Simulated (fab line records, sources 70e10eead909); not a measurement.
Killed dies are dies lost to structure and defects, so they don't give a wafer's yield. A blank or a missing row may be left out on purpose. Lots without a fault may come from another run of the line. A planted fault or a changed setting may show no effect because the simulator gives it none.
fab line records | flow nand_harc
record lots=24 wafers=72 last_day=33
route steps=1302 shown A_CHANNEL_HOLE_D2@604 A_STAIRCASE@667
lots that met no fault: from a run of the same line without faults
start_h: hours from the record's first day to the start of the lot's first wafer shown | wait_h: hours since the lot's step before | " the same as in the row above | L1.1+2: a row that stands for several wafers | - no value, or no start given | * or withheld: withheld | < > ~ a bound
route shown NAME@n: a module of which the file shows steps, and the number in the route of the first | usual: mean/standard deviation of fault-free wafers | same: alike in all rows | chamber/n: place in a boat | sites: the reading at each site | _std_site: their standard deviation | _edge_site: outer sites' mean less inner sites' | radius_mm: how far each site lies from the wafer's centre | mask NAME#n: copy n | behind: the tool/chamber that last shaped the wafer | hold: why the lot was held/for how many hours/how that ended | device: the transistor (n, p or np) that didn't switch | end of line: the same wafers' tests at the end of the route | a step without rows: its recipe alone | killed: dies lost to structure and defects at the first sort, not the wafer's yield | map: a wafer's dies, x killed, . not, _ none there
set.NAME: the setting as run; set.NAME@STEP: as run at that earlier step | model.NAME: the simulator's own value behind a step, which no gauge read
steps of the route over a sample of lots; a table a step, a row a wafer
services: from which hour (start_h, from the record's first day; less than 0 if before it) a tool's chamber was out of use, for how many hours, and why
## steps
# step NHARC_A_CHANNEL_HOLE_D2_STRIP_28
# recipe o2_flow_sccm=500 ar_flow_sccm=0 bias_w=0 chemistry=O2
# usual drypump_motor_current_A=5.7/0.42 oes_product_au=1.007/0.013 rf_vpp_V=58.0/0.9 showerhead_plenum_p_Torr=3.61/0.15 throttle_valve_pct=17.036/0.0096
# same bias_w=0
# columns lot.wafer tool chamber start_h wait_h drypump_motor_current_A oes_product_au rf_hours_counter_h rf_vpp_V showerhead_plenum_p_Torr throttle_valve_pct
L074.1 rie_diel-04 3 - - 6.3 1.002 7 57.8 3.73 17.035
L074.3 " 0 " " 5.4 1.016 8 59.1 3.78 17.032
L074.5 " 2 " " 5.8 0.994 - 59.6 3.72 17.022
L075.2 rie_diel-04 3 - - 6.3 0.990 9 59.2 3.73 17.035
L075.3 " 0 " " 5.4 1.009 10 58.2 3.78 17.029
L075.4 " 1 " " 4.7 0.978 9 57.7 3.76 17.044
L076.4 rie_diel-05 0 - - 6.0 0.995 4 57.1 3.33 17.039
L076.1 " 2 " " 5.8 1.032 4 58.0 3.64 17.026
L076.3 " 3 " " 5.8 1.037 4 57.9 3.48 17.048
L080.4 rie_diel-04 3 - - 6.3 1.003 12 57.8 3.73 17.014
L080.1 " 1 " " 4.8 0.992 12 58.3 3.76 17.039
L080.5 " 0 " " 5.4 1.026 - 57.7 3.77 17.035
L077.1 rie_diel-05 0 - - 6.0 0.995 5 58.2 3.33 17.017
L077.2 " 2 " " 5.9 1.033 6 59.1 3.64 17.028
L077.6 " 3 " " 5.8 1.041 - 56.4 3.48 17.045
L078.4 rie_diel-05 3 - - 5.8 1.033 6 58.2 3.48 17.034
L078.2 " 2 " " 5.8 1.027 6 57.9 3.64 17.027
L078.6 " 0 " " 6.0 0.993 - 57.0 3.33 17.027
L079.3 rie_diel-03 0 - - 5.2 0.996 2 58.4 3.72 17.040
L079.6 " 3 " " 5.7 0.989 - 57.8 3.75 17.052
L079.5 " 0 " " 5.2 1.007 - 58.7 3.72 17.045
L081.2 rie_diel-03 1 - - 6.2 0.999 4 57.7 3.35 17.036
L081.3 " 2 " " 5.5 1.013 4 56.6 3.65 17.026
L081.6 " 2 " " 5.5 1.012 - 58.6 3.65 17.039
L082.1 rie_diel-05 3 - - 5.8 1.025 7 58.1 3.48 17.052
L082.4 " 0 " " 6.0 1.006 7 57.6 3.33 17.042
L082.5 " 3 " " 5.8 1.029 - 56.7 3.48 17.045
L083.1 rie_diel-05 0 - - 6.0 1.004 8 57.3 3.33 17.031
L083.3 " 3 " " 5.8 1.025 8 59.0 3.48 17.060
L083.5 " 0 " " 6.0 0.981 - 58.4 3.33 17.051
L084.3 rie_diel-03 3 - - 5.6 0.983 5 58.7 3.75 17.041
L084.1 " 0 " " 5.2 1.011 6 60.2 3.71 17.063
L084.5 " 1 " " 6.2 0.998 - 56.1 3.35 17.025
L085.2 rie_diel-04 2 - - 5.8 1.023 2 58.5 3.72 17.036
L085.3 " 3 " " 6.3 1.011 3 57.1 3.73 17.029
L085.6 " 1 " " 4.7 0.985 - 58.6 3.76 17.042
L086.1 rie_diel-05 3 - - 5.8 1.015 0 57.0 3.48 17.041
L086.3 " 0 " " 6.0 0.996 0 54.9 3.33 17.042
L086.4 " 1 " " 6.0 1.015 0 57.9 3.56 17.034
L087.2 rie_diel-05 0 - - 6.0 0.997 0 56.2 3.33 17.026
L087.1 " 1 " " 6.0 1.021 0 56.7 3.56 17.053
L087.6 " 3 " " 5.8 1.010 - 58.4 3.48 17.055
L089.3 rie_diel-05 0 - - 6.0 0.999 1 58.4 3.33 17.036
L089.6 " 1 " " 6.0 1.026 - 59.0 3.56 17.030
L089.5 " 2 " " 5.8 1.019 - 58.3 3.64 17.036
L090.4 rie_diel-04 2 - - 5.8 1.013 6 58.0 3.71 17.023
L090.1 " 3 " " 6.3 1.004 6 58.1 3.73 17.047
L090.2 " 0 " " 5.4 1.017 6 58.7 3.77 17.031
L088.3 rie_diel-04 1 - - 4.7 0.997 6 58.3 3.76 17.051
L088.1 " 2 " " 5.8 1.019 6 58.9 3.71 17.030
L088.5 " 2 " " 5.9 1.033 - 58.3 3.71 17.036
L091.4 rie_diel-03 1 - - 6.2 1.000 1 56.8 3.35 17.032
L091.6 " 2 " " 5.5 0.997 - 59.5 3.65 17.033
L091.5 " 3 " " 5.7 0.993 - 58.1 3.75 17.045
L092.4 rie_diel-04 0 - - 5.4 0.999 7 57.9 3.77 17.035
L092.5 " 2 " " 5.8 1.023 - 58.3 3.71 17.039
L092.6 " 3 " " 6.3 1.009 - 59.1 3.73 17.045
L094.4 rie_diel-04 2 - - 5.9 1.020 8 55.3 3.71 17.031
L094.1 " 0 " " 5.4 1.007 8 57.9 3.77 17.054
L094.5 " 2 " " 5.8 1.025 - 57.2 3.71 17.033
L093.1 rie_diel-03 1 - - 6.2 1.003 1 58.0 3.35 17.030
L093.4 " 2 " " 5.5 1.014 1 57.5 3.65 17.028
L093.5 " 1 " " 6.2 1.002 - 58.4 3.35 17.025
L095.3 rie_diel-03 1 - - 6.2 1.006 2 57.1 3.35 17.033
L095.1 " 0 " " 5.2 1.008 2 59.3 3.71 17.056
L095.5 " 2 " " 5.5 1.012 - 57.9 3.65 17.038
L096.4 rie_diel-03 3 - - 5.7 1.000 2 60.0 3.75 17.026
L096.1 " 2 " " 5.5 1.011 2 59.5 3.65 17.033
L096.6 " 3 " " 5.7 0.996 - 58.5 3.75 17.039
L097.1 rie_diel-03 2 - - 5.5 1.000 5 58.4 3.65 17.035
L097.3 " 0 " " 5.2 0.994 5 59.1 3.71 17.040
L097.4 " 1 " " 6.2 0.995 5 58.4 3.35 17.037
# step NHARC_A_STAIRCASE_DESCUM_11
# recipe time_s=3 o2_flow_sccm=200 ar_flow_sccm=0 bias_power_w=0 chemistry=O2
# usual drypump_motor_current_A=5.8/0.49 oes_product_au=1.003/0.0099 rf_vpp_V=57.5/0.94 showerhead_plenum_p_Torr=1.90/0.1 throttle_valve_pct=11.311/0.0087
# columns lot.wafer tool chamber start_h wait_h drypump_motor_current_A oes_product_au rf_hours_counter_h rf_vpp_V showerhead_plenum_p_Torr throttle_valve_pct
L074.3 rie_diel-02 1 347.66 - 6.1 1.008 38 56.9 1.92 11.312
L074.1 " 2 " " 6.0 1.029 38 57.8 1.86 11.303
L074.5 " 2 " " 6.0 1.042 - 58.2 1.86 11.295
L075.3 rie_diel-09 0 373.28 - 5.2 1.007 16 58.3 1.83 11.316
L075.2 " 1 " " 5.8 1.016 17 57.2 2.03 11.319
L075.4 " 3 " " 6.4 1.009 15 56.7 1.79 11.320
L076.3 rie_diel-08 0 382.96 - 4.9 0.993 2 58.2 1.77 11.318
L076.1 " 1 " " 6.2 0.991 1 58.1 1.93 11.324
L076.4 " 1 " " 6.2 0.993 - 57.6 1.93 11.326
L077.1 rie_diel-02 2 405.34 - 6.0 1.010 0 57.3 1.85 11.312
L077.2 " 1 " " 6.1 0.996 0 57.3 1.92 11.300
L077.6 " 2 " " 6.0 1.003 - 57.4 1.85 11.308
L080.1 rie_diel-09 1 407.60 - 5.8 1.001 25 58.7 2.03 11.313
L080.4 " 3 " " 6.4 1.003 26 56.8 1.78 11.317
L080.5 " 1 " " 5.8 1.008 - 57.3 2.03 11.324
L078.2 rie_diel-02 2 410.89 - 6.0 1.003 2 57.8 1.85 11.316
L078.4 " 3 " " 6.6 1.000 1 57.5 2.06 11.297
L078.6 " 1 " " 6.1 1.007 - 58.8 1.92 11.309
L079.3 rie_diel-09 1 414.68 - 5.8 1.009 27 57.4 2.03 11.295
L079.5 " 2 " " 5.2 1.007 - 56.7 2.05 11.312
L079.6 " 3 " " 6.4 1.004 - 57.1 1.78 11.301
L081.3 rie_diel-09 2 428.48 - 5.2 0.997 36 57.9 2.05 11.316
L081.2 " 3 " " 6.4 0.998 33 57.0 1.78 11.302
L081.6 " 0 " " 5.3 0.988 - 58.3 1.82 11.293
L082.4 rie_diel-08 1 436.10 - 6.2 0.996 21 58.2 1.92 11.325
L082.1 " 3 " " 6.2 1.005 21 57.8 1.78 11.306
L082.5 " 2 " " 5.4 1.019 - 58.9 1.85 11.306
L083.3 rie_diel-08 1 449.77 - 6.2 1.003 26 55.9 1.92 11.316
L083.1 " 3 " " 6.2 1.006 26 56.5 1.78 11.320
L083.5 " 2 " " 5.4 1.012 - 56.9 1.85 11.302
L085.3 rie_diel-08 3 463.88 - 6.3 1.010 29 55.9 1.78 11.321
L085.2 " 0 " " 4.9 1.007 31 56.7 1.76 11.302
L085.6 " 1 " " 6.2 1.002 - 58.2 1.92 11.315
L084.1 rie_diel-02 2 464.11 - 6.0 1.006 24 57.6 1.84 11.322
L084.3 " 0 " " 5.8 1.009 22 57.0 2.03 11.316
L084.5 " 2 " " 6.0 0.995 - 56.7 1.84 11.303
L087.1 rie_diel-02 1 479.72 - 6.2 1.008 28 57.1 1.91 11.311
L087.2 " 0 " " 5.7 1.015 26 58.2 2.03 11.307
L087.6 " 1 " " 6.1 1.005 - 56.7 1.91 11.308
L086.4 rie_diel-08 3 482.17 - 6.2 0.994 36 55.8 1.78 11.309
L086.1 " 0 " " 4.9 1.002 38 58.3 1.76 11.321
L086.3 " 2 " " 5.4 1.005 35 56.0 1.84 11.307
L089.3 rie_diel-08 2 509.18 - 5.4 1.003 44 57.9 1.84 11.312
L089.5 " 1 " " 6.1 1.011 - 57.9 1.91 11.320
L089.6 " 2 " " 5.4 1.006 - 58.6 1.84 11.298
L090.1 rie_diel-09 0 516.88 - 5.2 1.009 2 57.2 1.82 11.315
L090.4 " 1 " " 5.7 1.000 2 58.2 2.02 11.315
L090.2 " 2 " " 5.2 1.008 2 57.4 2.04 11.292
L088.1 rie_diel-08 2 517.05 - 5.4 1.014 46 57.2 1.84 11.308
L088.3 " 0 " " 4.9 1.012 51 57.2 1.76 11.310
L088.5 " 2 " " 5.4 1.011 - 57.6 1.84 11.304
L092.4 rie_diel-08 0 529.76 - 4.9 0.998 55 56.5 1.76 11.316
L092.5 " 2 " " 5.4 1.004 - 56.4 1.84 11.320
L092.6 " 3 " " 6.2 0.989 - 56.9 1.77 11.315
L091.4 rie_diel-09 0 530.11 - 5.2 1.005 8 56.0 1.81 11.306
L091.5 " 1 " " 5.8 1.011 - 57.7 2.02 11.320
L091.6 " 2 " " 5.3 0.985 - 58.6 2.04 11.311
L093.1 rie_diel-02 3 541.51 - 6.6 0.999 41 58.1 2.05 11.302
L093.4 " 3 " " 6.6 0.986 - 57.5 2.05 11.316
L093.5 " 1 " " 6.1 1.011 - 57.2 1.90 11.312
L094.1 rie_diel-08 2 541.72 - 5.4 1.009 55 57.9 1.84 11.320
L094.4 " 1 " " 6.2 1.008 - 57.6 1.91 11.320
L094.5 " 2 " " 5.4 1.002 - 58.6 1.84 11.319
L095.3 rie_diel-09 2 560.69 - 5.2 0.987 18 58.9 2.03 11.307
L095.1 " 3 " " 6.4 0.996 19 56.4 1.77 11.321
L095.5 " 3 " " 6.4 1.011 - 57.0 1.77 11.323
L096.1 rie_diel-09 0 565.00 - 5.2 1.010 20 55.3 1.81 11.315
L096.4 " 1 " " 5.8 0.976 19 56.8 2.01 11.304
L096.6 " 3 " " 6.4 0.993 - 56.5 1.77 11.302
L097.1 rie_diel-02 0 589.43 - 5.7 1.011 2 59.4 2.02 11.311
L097.4 " 1 " " 6.1 1.024 2 58.7 1.89 11.308
L097.3 " 3 " " 6.6 1.022 2 59.6 2.04 11.311
# step NHARC_A_STAIRCASE_ETCH_17
# recipe target_depth_a=1000 time_s=40.5 ion_energy_ev=400 c4f8_flow_sccm=20 o2_flow_sccm=10 ar_flow_sccm=withheld rf_w=600 bias_w=1000 chemistry=C4F8/O2
# usual bias_w=1001/3.1 oes_product_au=0.947/0.011 rf_vpp_V=894/6.4
# columns lot.wafer tool chamber start_h wait_h bias_w oes_product_au rf_hours_counter_h rf_vpp_V
L074.3 rie_diel-02 2 - - 1000 0.973 39 892
L074.1 " 1 " " 1001 0.958 39 897
L074.5 " 2 " " 1001 0.963 - 892
L075.4 rie_diel-09 3 - - 999 0.934 16 888
L075.3 " 0 " " 1001 0.924 17 892
L075.2 " 1 " " 1003 0.950 18 904
L076.3 rie_diel-08 1 - - 999 0.935 2 896
L076.1 " 2 " " 1002 0.949 2 892
L076.4 " 2 " " 999 0.949 - 892
L077.1 rie_diel-02 3 - - 998 0.956 0 905
L077.2 " 0 " " 1003 0.941 0 904
L077.6 " 2 " " 999 0.937 - 892
L080.4 rie_diel-09 1 - - 1003 0.938 26 902
L080.1 " 2 " " 995 0.945 28 903
L080.5 " 1 " " 1000 0.938 - 904
L078.2 rie_diel-02 1 - - 995 0.940 3 894
L078.6 " 2 " " 1000 0.938 - 893
L078.4 " 1 " " 994 0.933 - 896
L079.3 rie_diel-09 2 - - 1001 0.951 29 904
L079.6 " 2 " " 1003 0.954 - 903
L079.5 " 3 " " 997 0.945 - 886
L081.3 rie_diel-09 3 - - 1003 0.958 35 886
L081.2 " 0 " " 1001 0.943 32 889
L081.6 " 3 " " 1003 0.958 - 888
L082.1 rie_diel-08 1 - - 1003 0.950 21 897
L082.4 " 3 " " 997 0.940 21 887
L082.5 " 1 " " 1001 0.947 - 897
L083.3 rie_diel-08 2 - - 1002 0.954 27 892
L083.1 " 0 " " 1001 0.940 28 887
L083.5 " 2 " " 1002 0.948 - 892
L085.3 rie_diel-08 2 - - 1002 0.966 30 891
L085.2 " 1 " " 999 0.954 29 897
L085.6 " 2 " " 1001 0.972 - 893
L084.3 rie_diel-02 1 - - 1003 0.963 25 895
L084.1 " 3 " " 998 0.960 12 904
L084.5 " 2 " " 1000 0.951 - 892
L087.2 rie_diel-02 2 - - 1006 0.959 29 891
L087.1 " 3 " " 1000 0.965 18 904
L087.6 " 2 " " 1007 0.953 - 890
L086.4 rie_diel-08 2 - - 997 0.971 35 891
L086.3 " 0 " " 997 0.944 38 886
L086.1 " 1 " " 1003 0.962 34 896
L089.3 rie_diel-08 3 - - 1002 0.943 46 887
L089.6 " 1 " " 1003 0.951 - 897
L089.5 " 2 " " 1001 0.946 - 891
L090.2 rie_diel-09 1 - - 999 0.940 3 903
L090.4 " 2 " " 998 0.940 2 904
L090.1 " 3 " " 998 0.953 2 888
L088.3 rie_diel-08 0 - - 1001 0.946 52 886
L088.1 " 1 " " 1001 0.954 47 898
L088.5 " 2 " " 997 0.931 - 890
L092.4 rie_diel-08 2 - - 1001 0.952 51 892
L092.5 " 3 " " 1000 0.932 - 887
L092.6 " 0 " " 999 0.934 - 886
L091.4 rie_diel-09 2 - - 999 0.950 6 903
L091.5 " 1 " " 1002 0.947 - 902
L091.6 " 2 " " 996 0.943 - 903
L093.1 rie_diel-02 3 - - 1002 0.941 41 904
L093.4 " 1 " " 1004 0.951 - 894
L093.5 " 3 " " 1000 0.939 - 903
L094.1 rie_diel-08 2 - - 1003 0.950 55 892
L094.4 " 1 " " 998 0.944 - 896
L094.5 " 2 " " 1008 0.955 - 891
L095.1 rie_diel-09 0 - - 998 0.955 19 889
L095.3 " 2 " " 1007 0.938 19 902
L095.5 " 0 " " 1000 0.952 - 888
L096.1 rie_diel-09 0 - - 1000 0.949 20 890
L096.4 " 1 " " 1003 0.943 20 901
L096.6 " 3 " " 1000 0.938 - 886
L097.1 rie_diel-02 3 - - 1001 0.977 2 903
L097.3 " 0 " " 1006 0.956 3 902
L097.4 " 1 " " 999 0.956 2 895
# step NHARC_A_STAIRCASE_ETCH_19
# recipe target_depth_a=1000 time_s=40.5 ion_energy_ev=400 c4f8_flow_sccm=20 o2_flow_sccm=10 ar_flow_sccm=withheld rf_w=600 bias_w=1000 chemistry=C4F8/O2
# usual bias_w=999.8/3 oes_product_au=0.948/0.011 rf_vpp_V=895/6.5
# columns lot.wafer tool chamber start_h wait_h bias_w oes_product_au rf_hours_counter_h rf_vpp_V
L074.1 rie_diel-02 1 - - 996.9 0.954 39 897
L074.3 " 3 " " 1002.5 0.950 37 904
L074.5 " 1 " " 995.4 0.949 - 896
L075.3 rie_diel-09 3 - - 997.5 0.960 17 890
L075.4 " 0 " " 1000.6 0.954 17 890
L075.2 " 1 " " 999.9 0.957 18 902
L076.4 rie_diel-08 0 - - 995.2 0.938 2 888
L076.1 " 1 " " 1004.1 0.943 2 897
L076.3 " 3 " " 998.3 0.995 1 887
L077.2 rie_diel-02 0 - - 1004.0 0.936 0 903
L077.1 " 1 " " 999.2 0.955 0 897
L077.6 " 1 " " 1000.3 0.954 - 897
L080.4 rie_diel-09 1 - - 1002.6 0.943 26 904
L080.1 " 2 " " 996.5 0.962 28 904
L080.5 " 2 " " 995.9 0.964 - 905
L078.2 rie_diel-02 2 - - 1001.7 0.931 2 891
L078.6 " 2 " " 1000.5 0.916 - 892
L078.4 " 1 " " 1002.7 0.933 - 897
L079.3 rie_diel-09 2 - - 999.2 0.951 29 905
L079.5 " 1 " " 1003.6 0.943 - 905
L079.6 " 2 " " 998.8 0.940 - 903
L081.2 rie_diel-09 1 - - 1001.6 0.946 35 903
L081.3 " 2 " " 1002.0 0.955 38 905
L081.6 " 0 " " 997.5 0.942 - 892
L082.4 rie_diel-08 3 - - 1005.5 0.936 21 888
L082.1 " 1 " " 1002.4 0.942 22 896
L082.5 " 2 " " 1000.4 0.958 - 892
L083.1 rie_diel-08 0 - - 999.6 0.932 28 888
L083.3 " 3 " " 995.2 0.935 26 888
L083.5 " 1 " " 1000.1 0.937 - 897
L085.3 rie_diel-08 1 - - 999.1 0.965 29 896
L085.2 " 3 " " 1002.3 0.955 30 888
L085.6 " 1 " " 1006.5 0.961 - 898
L084.1 rie_diel-02 3 - - 997.2 0.942 12 906
L084.3 " 0 " " 1007.3 0.973 22 902
L084.5 " 2 " " 1003.9 0.945 - 891
L087.1 rie_diel-02 0 - - 1001.3 0.944 29 903
L087.2 " 1 " " 1002.5 0.937 30 896
L087.6 " 0 " " 1003.4 0.945 - 902
L086.4 rie_diel-08 0 - - 1002.1 0.937 39 885
L086.3 " 1 " " 1003.5 0.958 34 897
L086.1 " 2 " " 1000.6 0.958 36 892
L089.3 rie_diel-08 0 - - 1001.6 0.947 50 886
L089.6 " 2 " " 1001.6 0.945 - 892
L089.5 " 3 " " 998.2 0.950 - 887
L090.4 rie_diel-09 1 - - 995.6 0.948 3 903
L090.2 " 3 " " 995.6 0.939 2 887
L090.1 " 0 " " 1000.0 0.952 3 889
L088.3 rie_diel-08 2 - - 1003.2 0.943 47 891
L088.1 " 3 " " 999.1 0.948 49 887
L088.5 " 1 " " 1001.0 0.946 - 896
L092.4 rie_diel-08 0 - - 999.5 0.957 55 885
L092.5 " 2 " " 998.6 0.951 - 893
L092.6 " 3 " " 1000.9 0.956 - 886
L091.4 rie_diel-09 0 - - 1001.3 0.950 8 889
L091.5 " 0 " " 1002.5 0.952 - 891
L091.6 " 1 " " 997.2 0.951 - 902
L093.1 rie_diel-02 3 - - 1002.1 0.940 41 904
L093.4 " 2 " " 1003.1 0.934 - 891
L093.5 " 1 " " 996.6 0.954 - 895
L094.1 rie_diel-08 2 - - 1004.9 0.957 56 892
L094.5 " 2 " " 1004.1 0.951 - 893
L094.4 " 1 " " 994.6 0.941 - 896
L095.3 rie_diel-09 1 - - 997.3 0.938 19 903
L095.1 " 2 " " 998.6 0.943 19 903
L095.5 " 1 " " 997.3 0.932 - 902
L096.1 rie_diel-09 2 - - 1001.0 0.927 21 904
L096.4 " 3 " " 1000.8 0.945 21 886
L096.6 " 1 " " 994.6 0.940 - 902
L097.1 rie_diel-02 2 - - 1004.9 0.963 2 890
L097.3 " 3 " " 1000.4 0.962 2 902
L097.4 " 0 " " 999.1 0.949 3 903
# step NHARC_A_STAIRCASE_ETCH_194
# recipe target_depth_a=1000 time_s=40.5 ion_energy_ev=400 c4f8_flow_sccm=20 o2_flow_sccm=10 ar_flow_sccm=withheld rf_w=600 bias_w=1000 chemistry=C4F8/O2
# usual bias_w=1001/3 oes_product_au=0.945/0.0095 rf_vpp_V=896/6.5
# columns lot.wafer tool chamber start_h wait_h bias_w oes_product_au rf_hours_counter_h rf_vpp_V
L074.3 rie_diel-09 2 - - 1000 0.937 10 905
L074.1 " 0 " " 1001 0.913 8 890
L074.5 " 1 " " 1004 0.946 - 902
L075.2 rie_diel-08 3 - - 999 0.960 0 888
L075.4 " 1 " " 1002 0.942 0 898
L075.3 " 2 " " 1005 0.952 0 893
L076.4 rie_diel-02 0 - - 996 0.943 49 902
L076.1 " 1 " " 1000 0.960 48 896
L076.3 " 2 " " 1002 0.968 48 892
L077.2 rie_diel-09 3 - - 1003 0.954 27 888
L077.1 " 1 " " 1003 0.960 26 902
L077.6 " 0 " " 1003 0.930 - 890
L080.4 rie_diel-09 0 - - 996 0.940 25 891
L080.1 " 3 " " 998 0.948 27 890
L080.5 " 1 " " 1008 0.957 - 903
L078.2 rie_diel-02 2 - - 1003 0.943 4 891
L078.4 " 2 " " 1000 0.953 - 891
L078.6 " 1 " " 1003 0.956 - 896
L079.3 rie_diel-08 2 - - 997 0.945 12 893
L079.5 " 2 " " 995 0.947 - 891
L079.6 " 3 " " 1003 0.951 - 889
L081.3 rie_diel-08 2 - - 998 0.956 20 892
L081.2 " 1 " " 1000 0.951 21 897
L081.6 " 2 " " 997 0.957 - 893
L082.1 rie_diel-09 2 - - 998 0.956 42 903
L082.4 " 3 " " 1004 0.959 38 888
L082.5 " 1 " " 998 0.936 - 903
L083.1 rie_diel-02 2 - - 996 0.948 22 891
L083.3 " 3 " " 1001 0.943 10 906
L083.5 " 2 " " 998 0.943 - 893
L085.3 rie_diel-02 1 - - 999 0.952 26 896
L085.2 " 2 " " 1000 0.941 25 891
L085.6 " 0 " " 1004 0.952 - 904
L084.3 rie_diel-08 3 - - 1004 0.938 31 887
L084.1 " 0 " " 999 0.928 32 887
L084.5 " 2 " " 1005 0.953 - 892
L087.1 rie_diel-02 1 - - 994 0.948 32 894
L087.2 " 2 " " 1002 0.931 31 892
L087.6 " 2 " " 1004 0.933 - 892
L086.3 rie_diel-09 3 - - 1001 0.948 51 887
L086.1 " 1 " " 1000 0.933 56 901
L086.4 " 2 " " 1003 0.935 58 903
L089.3 rie_diel-02 0 - - 997 0.940 44 902
L089.6 " 2 " " 1004 0.942 - 891
L089.5 " 3 " " 1005 0.944 - 903
L090.1 rie_diel-08 1 - - 995 0.949 48 895
L090.2 " 2 " " 1005 0.956 48 891
L090.4 " 0 " " 1000 0.950 53 887
L088.3 rie_diel-02 1 - - 1002 0.937 47 895
L088.1 " 3 " " 999 0.934 34 904
L088.5 " 1 " " 1006 0.942 - 895
L092.4 rie_diel-08 3 - - 1000 0.944 54 888
L092.6 " 0 " " 996 0.948 - 886
L092.5 " 1 " " 1002 0.950 - 896
L091.4 rie_diel-08 1 - - 999 0.960 53 896
L091.5 " 1 " " 1000 0.943 - 895
L091.6 " 2 " " 1005 0.943 - 891
L093.4 rie_diel-02 2 - - 999 0.944 55 890
L093.1 " 3 " " 998 0.946 42 904
L093.5 " 0 " " 1002 0.950 - 903
L094.4 rie_diel-09 1 - - 1004 0.959 11 901
L094.1 " 0 " " 1003 0.953 14 890
L094.5 " 1 " " 999 0.952 - 902
L095.3 rie_diel-02 3 - - 1005 0.953 51 902
L095.1 " 1 " " 995 0.964 68 897
L095.5 " 3 " " 1003 0.958 - 904
L096.4 rie_diel-08 2 - - 999 0.940 3 891
L096.1 " 0 " " 1006 0.930 3 905
L096.6 " 1 " " 999 0.946 - 895
L097.4 rie_diel-08 0 - - 997 0.931 8 906
L097.3 " 2 " " 1002 0.933 7 890
L097.1 " 3 " " 1002 0.931 7 906
# step NHARC_A_STAIRCASE_ETCH_201
# recipe target_depth_a=1000 time_s=40.5 ion_energy_ev=400 c4f8_flow_sccm=20 o2_flow_sccm=10 ar_flow_sccm=withheld rf_w=600 bias_w=1000 chemistry=C4F8/O2
# usual bias_w=999.7/2.8 oes_product_au=0.946/0.01 rf_vpp_V=895/6.9
# columns lot.wafer tool chamber start_h wait_h bias_w oes_product_au rf_hours_counter_h rf_vpp_V
L074.1 rie_diel-02 0 - - 999.1 0.960 39 903
L074.3 " 1 " " 998.6 0.968 41 896
L074.5 " 0 " " 1000.9 0.960 - 905
L075.3 rie_diel-08 3 - - 994.2 0.947 1 888
L075.4 " 1 " " 1001.2 0.952 1 896
L075.2 " 2 " " 1001.4 0.956 1 892
L076.1 rie_diel-08 1 - - 995.9 0.943 3 896
L076.3 " 2 " " 1006.9 0.952 3 892
L076.4 " 3 " " 995.8 0.960 2 887
L077.1 rie_diel-08 0 - - 1002.8 0.934 13 888
L077.2 " 2 " " 1001.1 0.943 9 891
L077.6 " 1 " " 997.1 0.955 - 897
L080.4 rie_diel-09 3 - - 995.8 0.947 28 887
L080.1 " 0 " " 1001.2 0.949 26 891
L080.5 " 3 " " 997.8 0.953 - 887
L078.4 rie_diel-08 2 - - 999.9 0.967 11 892
L078.2 " 3 " " 999.6 0.951 12 887
L078.6 " 0 " " 996.3 0.930 - 886
L079.3 rie_diel-02 0 - - 998.8 0.970 6 904
L079.6 " 0 " " 1001.0 0.951 - 904
L079.5 " 2 " " 1002.8 0.951 - 890
L081.3 rie_diel-08 3 - - 997.7 0.939 21 887
L081.2 " 1 " " 998.5 0.945 21 895
L081.6 " 0 " " 1001.8 0.925 - 886
L082.4 rie_diel-09 0 - - 999.9 0.945 36 890
L082.1 " 3 " " 996.7 0.941 39 889
L082.5 " 0 " " 1003.3 0.948 - 889
L083.3 rie_diel-02 2 - - 1001.3 0.944 22 892
L083.1 " 3 " " 1003.2 0.939 10 903
L083.5 " 3 " " 1003.8 0.941 - 904
L085.2 rie_diel-09 0 - - 997.7 0.951 43 891
L085.3 " 1 " " 995.7 0.940 49 901
L085.6 " 3 " " 997.1 0.952 - 887
L084.3 rie_diel-02 1 - - 1001.8 0.939 26 896
L084.1 " 2 " " 1000.6 0.933 26 893
L084.5 " 2 " " 997.9 0.949 - 891
L087.2 rie_diel-02 3 - - 1004.9 0.949 20 906
L087.1 " 0 " " 998.7 0.936 32 902
L087.6 " 0 " " 996.2 0.936 - 903
L086.3 rie_diel-02 2 - - 996.2 0.940 32 891
L086.1 " 3 " " 1002.9 0.938 20 904
L086.4 " 0 " " 996.7 0.940 32 903
L089.3 rie_diel-09 0 - - 1001.4 0.944 2 889
L089.6 " 2 " " 998.2 0.958 - 902
L089.5 " 3 " " 999.4 0.949 - 888
L090.4 rie_diel-08 0 - - 1000.9 0.935 53 886
L090.2 " 1 " " 996.6 0.962 49 897
L090.1 " 3 " " 1001.1 0.939 50 888
L088.1 rie_diel-08 3 - - 999.7 0.951 50 887
L088.3 " 2 " " 1001.6 0.966 49 892
L088.5 " 0 " " 999.1 0.954 - 887
L092.4 rie_diel-08 0 - - 997.0 0.933 57 886
L092.5 " 0 " " 999.6 0.931 - 886
L092.6 " 1 " " 1009.3 0.932 - 895
L091.4 rie_diel-08 1 - - 1003.9 0.964 54 895
L091.5 " 2 " " 995.1 0.957 - 892
L091.6 " 3 " " 1000.1 0.951 - 886
L093.4 rie_diel-09 3 - - 1001.1 0.949 15 887
L093.1 " 0 " " 998.3 0.948 15 889
L093.5 " 3 " " 1001.1 0.954 - 887
L094.1 rie_diel-09 2 - - 1004.1 0.942 12 904
L094.4 " 3 " " 998.5 0.950 15 887
L094.5 " 1 " " 1000.3 0.944 - 902
L095.3 rie_diel-08 1 - - 998.4 0.952 3 896
L095.1 " 3 " " 993.8 0.927 3 906
L095.5 " 1 " " 1001.2 0.953 - 896
L096.4 rie_diel-08 3 - - 1000.2 0.944 4 907
L096.1 " 1 " " 997.8 0.942 4 896
L096.6 " 3 " " 997.3 0.951 - 906
L097.3 rie_diel-08 0 - - 1002.1 0.929 8 906
L097.1 " 1 " " 996.9 0.938 9 896
L097.4 " 2 " " 997.6 0.933 7 889
## services
# columns tool chamber start_h hours kind
rie_diel-03 - 281.30 9.0 pm
rie_diel-09 3 286.05 2.4 repair
rie_diel-02 3 286.90 2.2 repair
rie_diel-05 - 291.86 2.9 repair
rie_diel-02 3 307.94 7.0 repair
rie_diel-02 0 315.63 12.1 repair
rie_diel-09 - 320.16 9.0 pm
rie_diel-08 - 326.70 0.1 repair
rie_diel-02 3 329.00 4.4 repair
rie_diel-02 1 338.72 4.8 repair
rie_diel-03 0 342.98 6.5 repair
rie_diel-04 - 354.90 9.0 pm
rie_diel-08 - 367.86 9.0 pm
rie_diel-05 2 379.76 8.7 repair
rie_diel-08 3 380.36 3.6 repair
rie_diel-02 - 395.90 9.0 pm
rie_diel-05 - 402.20 1.8 repair
rie_diel-05 - 406.60 9.0 pm
rie_diel-02 3 411.54 20.9 repair
rie_diel-09 - 456.73 0.4 repair
rie_diel-09 0 463.90 4.9 repair
rie_diel-09 - 497.16 9.0 pm
rie_diel-08 - 547.65 9.0 pm
rie_diel-02 - 572.90 9.0 pm
## key
fault none
